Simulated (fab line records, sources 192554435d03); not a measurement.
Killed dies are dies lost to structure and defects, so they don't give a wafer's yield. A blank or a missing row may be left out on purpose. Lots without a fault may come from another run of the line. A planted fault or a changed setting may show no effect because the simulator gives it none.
Chamber matching | flow n5_finfet | N5_BEOL_M8_ETCH_61 on rie_diel-04: 4 sister chambers
The step etches SiARC in CF4, target depth 45.5 nm, time 75.8 s. 8 wafers are shown with their chamber, then 8 later ones without.

WAFERS WITH THEIR CHAMBER
wafer  | chamber | drypump_motor_current_A (A) | showerhead_plenum_p_Torr (Torr)
L673.2 | 2       | 6.0                         | 2.19
L688.1 | 3       | 6.7                         | 2.25
L685.1 | 1       | 5.6                         | 2.06
L685.5 | 0       | 5.8                         | 2.05
L686.1 | 1       | 5.7                         | 2.06
L686.2 | 2       | 6.0                         | 2.18
L686.3 | 0       | 5.8                         | 2.05
L687.3 | 3       | 6.7                         | 2.24

WAFERS WITHOUT THEIR CHAMBER
wafer  | drypump_motor_current_A (A) | showerhead_plenum_p_Torr (Torr)
L687.4 | 6.0                         | 2.18
L687.5 | 6.7                         | 2.24
L689.1 | 6.0                         | 2.17
L689.4 | 6.7                         | 2.24
L689.5 | 6.0                         | 2.18
L691.2 | 5.8                         | 2.04
L691.3 | 5.6                         | 2.05
L691.5 | 6.7                         | 2.24

WHICH CHAMBER EACH WENT THROUGH
wafer  | from the rows above | in truth
L687.4 | 2                   | 2
L687.5 | 3                   | 3
L689.1 | 2                   | 2
L689.4 | 3                   | 3
L689.5 | 2                   | 2
L691.2 | 0                   | 0
L691.3 | 1                   | 1
L691.5 | 3                   | 3
Placed correctly: 8 of 8. Can't be placed from these rows: 0. Placed wrongly: 0.
How it was worked out, from the rows above alone: a wafer's distance from a chamber is the root of the sum, over the readings, of the square of ((its reading less the chamber's mean) divided by the reading's scatter). The wafer belongs to the nearest chamber; if the next one is less than 2 further off, it can't be placed. A chamber's mean is the mean of its shown wafers. The scatter: the root of (the sum of the squares of (reading less its chamber's mean) over the shown wafers, divided by (wafers less chambers)).
